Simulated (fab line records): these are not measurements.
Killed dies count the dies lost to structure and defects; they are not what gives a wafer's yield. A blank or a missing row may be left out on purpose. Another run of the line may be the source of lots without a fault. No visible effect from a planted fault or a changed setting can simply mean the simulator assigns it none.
Chamber matching || flow n5-finfet || N5_BEOL_M11_CURE_72 on uv-cure-01 has 3 sister chambers
The step cures SiCOH lowk, time 120 s. 18 wafers are shown with their chamber, then 9 later ones without.

EACH WAFER AND ITS CHAMBER
{"wafer": "L074.1", "chamber": 1, "wafer_temp_C_max": 371.4, "lamp-power-pct (%)": 52.38}
{"wafer": "L074.2", "chamber": 1, "wafer_temp_C_max": 372.2, "lamp-power-pct (%)": 52.31}
{"wafer": "L074.3", "chamber": 1, "wafer_temp_C_max": 371.4, "lamp-power-pct (%)": 52.23}
{"wafer": "L078.2", "chamber": 1, "wafer_temp_C_max": 371.9, "lamp-power-pct (%)": 52.28}
{"wafer": "L078.4", "chamber": 1, "wafer_temp_C_max": 372.6, "lamp-power-pct (%)": 52.27}
{"wafer": "L078.5", "chamber": 1, "wafer_temp_C_max": 372.0, "lamp-power-pct (%)": 52.19}
{"wafer": "L084.1", "chamber": 0, "wafer_temp_C_max": 373.2, "lamp-power-pct (%)": 52.32}
{"wafer": "L084.4", "chamber": 0, "wafer_temp_C_max": 373.0, "lamp-power-pct (%)": 52.41}
{"wafer": "L084.6", "chamber": 0, "wafer_temp_C_max": 372.8, "lamp-power-pct (%)": 52.22}
{"wafer": "L086.3", "chamber": 2, "wafer_temp_C_max": 373.3, "lamp-power-pct (%)": 52.42}
{"wafer": "L086.4", "chamber": 2, "wafer_temp_C_max": 372.2, "lamp-power-pct (%)": 52.30}
{"wafer": "L086.6", "chamber": 2, "wafer_temp_C_max": 373.2, "lamp-power-pct (%)": 52.33}
{"wafer": "L089.2", "chamber": 1, "wafer_temp_C_max": 372.3, "lamp-power-pct (%)": 52.37}
{"wafer": "L089.4", "chamber": 1, "wafer_temp_C_max": 372.2, "lamp-power-pct (%)": 52.39}
{"wafer": "L089.5", "chamber": 1, "wafer_temp_C_max": 371.4, "lamp-power-pct (%)": 52.36}
{"wafer": "L087.2", "chamber": 2, "wafer_temp_C_max": 373.3, "lamp-power-pct (%)": 52.33}
{"wafer": "L087.3", "chamber": 2, "wafer_temp_C_max": 372.2, "lamp-power-pct (%)": 52.25}
{"wafer": "L087.4", "chamber": 2, "wafer_temp_C_max": 372.2, "lamp-power-pct (%)": 52.32}

SIGNATURES, as means of the wafers listed above
{"reading": "wafer_temp_C_max", "chamber 0": 373.000, "chamber 1": 371.933, "chamber 2": 372.733, "scatter within a chamber": 0.474}
{"reading": "lamp-power-pct", "chamber 0": 52.3167, "chamber 1": 52.3089, "chamber 2": 52.3250, "scatter within a chamber": 0.0703}
Rule: distance of a wafer from a chamber = root of the sum over the readings of ((wafer's reading minus chamber's mean) / reading's scatter) squared. The wafer belongs to the nearest chamber; if the next one is less than 2 further off, it can't be placed. The scatter: the root of (the sum of the squares of (reading less its chamber's mean) over the shown wafers, divided by (wafers less chambers)).

WAFERS MISSING THEIR CHAMBER
{"wafer": "L088.3", "wafer_temp_C_max": 373.2, "lamp-power-pct (%)": 52.32}
{"wafer": "L088.4", "wafer_temp_C_max": 372.6, "lamp-power-pct (%)": 52.30}
{"wafer": "L088.5", "wafer_temp_C_max": 372.1, "lamp-power-pct (%)": 52.41}
{"wafer": "L096.1", "wafer_temp_C_max": 372.8, "lamp-power-pct (%)": 52.36}
{"wafer": "L096.4", "wafer_temp_C_max": 372.7, "lamp-power-pct (%)": 52.32}
{"wafer": "L096.6", "wafer_temp_C_max": 373.2, "lamp-power-pct (%)": 52.34}
{"wafer": "L097.2", "wafer_temp_C_max": 371.8, "lamp-power-pct (%)": 52.27}
{"wafer": "L097.5", "wafer_temp_C_max": 372.3, "lamp-power-pct (%)": 52.38}
{"wafer": "L097.6", "wafer_temp_C_max": 372.0, "lamp-power-pct (%)": 52.24}

WHICH CHAMBER EACH WENT THROUGH
{"wafer": "L088.3", "from the rows above": "can't be placed: 0 or 2", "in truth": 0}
{"wafer": "L088.4", "from the rows above": "can't be placed: 2 or 0 or 1", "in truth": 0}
{"wafer": "L088.5", "from the rows above": "can't be placed: 1 or 2 or 0", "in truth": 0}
{"wafer": "L096.1", "from the rows above": "can't be placed: 2 or 0 or 1", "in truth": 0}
{"wafer": "L096.4", "from the rows above": "can't be placed: 2 or 0 or 1", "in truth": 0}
{"wafer": "L096.6", "from the rows above": "can't be placed: 0 or 2", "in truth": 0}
{"wafer": "L097.2", "from the rows above": "can't be placed: 1 or 2 or 0", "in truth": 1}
{"wafer": "L097.5", "from the rows above": "can't be placed: 2 or 1 or 0", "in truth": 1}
{"wafer": "L097.6", "from the rows above": "can't be placed: 1 or 2 or 0", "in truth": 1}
Correctly placed: 0 of 9. Can't be placed from these rows: 9 (the true chamber is among the candidates in 9). Number placed wrongly: 0.
